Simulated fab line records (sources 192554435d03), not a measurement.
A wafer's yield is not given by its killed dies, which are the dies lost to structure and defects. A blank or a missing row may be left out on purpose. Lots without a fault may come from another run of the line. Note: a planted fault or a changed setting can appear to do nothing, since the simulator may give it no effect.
Which tool is to blame? :: flow n5-finfet :: 21 lots (63 wafers sampled), 1 step of a 1938-step route

== WHAT THE GAUGES READ, wafer by wafer ==
N5_HKMG_FIN_OVL_MEAS_13. Usual: NWFM_OVL gives 0.5 nm (standard deviation 0.76).
lot: L075
measured: day 4 11:37
on: overlay-01
NWFM_OVL (nm): 0.9 1.7 1.6
flag: 

lot: L076
measured: day 4 15:08
on: overlay-01
NWFM_OVL (nm): 0.6 0.7 1.7
flag: 

lot: L078
measured: day 5 01:56
on: overlay-01
NWFM_OVL (nm): -0.5 -0.1 1.6
flag: 

lot: L079
measured: day 5 07:13
on: overlay-02
NWFM_OVL (nm): -0.9 -0.7 -0.3
flag: 

lot: L080
measured: day 5 19:13
on: overlay-02
NWFM_OVL (nm): 0.4 1.4 0.3
flag: 

lot: L081
measured: day 5 22:01
on: overlay-01
NWFM_OVL (nm): 1.4 0.8 0.9
flag: 

lot: L082
measured: day 6 04:55
on: overlay-02
NWFM_OVL (nm): -0.7 0.7 -1.5
flag: 

lot: L084
measured: day 6 13:02
on: overlay-02
NWFM_OVL (nm): -0.1 0.3 -0.2
flag: 

lot: L083
measured: day 6 14:07
on: overlay-01
NWFM_OVL (nm): 0.3 -0.2 0.4
flag: 

lot: L085
measured: day 6 23:32
on: overlay-02
NWFM_OVL (nm): 0.5 0.5 1.9
flag: 

lot: L086
measured: day 7 04:29
on: overlay-01
NWFM_OVL (nm): 0.4 0.5 -0.1
flag: 

lot: L088
measured: day 7 18:38
on: overlay-02
NWFM_OVL (nm): -0.2 1.7 0.6
flag: 

lot: L089
measured: day 7 20:38
on: overlay-01
NWFM_OVL (nm): 0.3 0.0 0.1
flag: 

lot: L090
measured: day 8 02:01
on: overlay-02
NWFM_OVL (nm): -0.4 0.0 -0.8
flag: 

lot: L091
measured: day 8 08:08
on: overlay-02
NWFM_OVL (nm): -1.0 -0.1 1.5
flag: 

lot: L092
measured: day 8 14:37
on: overlay-01
NWFM_OVL (nm): 0.7 2.1 1.8
flag: 

lot: L093
measured: day 9 00:52
on: overlay-01
NWFM_OVL (nm): 1.8 0.9 0.5
flag: 

lot: L094
measured: day 9 08:46
on: overlay-02
NWFM_OVL (nm): 0.9 1.2 1.4
flag: 

lot: L095
measured: day 9 10:04
on: overlay-02
NWFM_OVL (nm): -0.2 0.2 0.4
flag: 

lot: L096
measured: day 10 02:25
on: overlay-02
NWFM_OVL (nm): 0.8 -1.0 0.4
flag: 

lot: L097
measured: day 10 04:43
on: overlay-01
NWFM_OVL (nm): 0.6 2.1 0.5
flag: 

== TOOL THAT RAN EACH LOT (tool first, then ch and the chambers of the sampled wafers, then the start) ==
The record shows no process step preceding these readings.

== WHAT THE TOOLS THEMSELVES READ (means of the sampled wafers that have a number; where no wafer has one, the mark that the record gives instead) ==
The record holds no such reading with a usual standard deviation.

== THE ANSWER, worked out from the rows above alone ==
Rule: a lot counts as off when the mean over its wafers that have a number is more than 3 standard deviations away from the usual mean. A lot without any number at a reading at which 4 lots or more have one is off too. All remaining lots with rows at the step are treated as sound. The gauges are gone through in route order, then the tools' own readings, and for those a lot's mean is taken as printed above. The first step at which some lot is off is used, and at that step the reading that is off furthest; a lot without a number counts as furthest.
Across all readings shown, no lot is off: no conclusion can be drawn from this.

== WHAT THE SIMULATOR PUT IN ==
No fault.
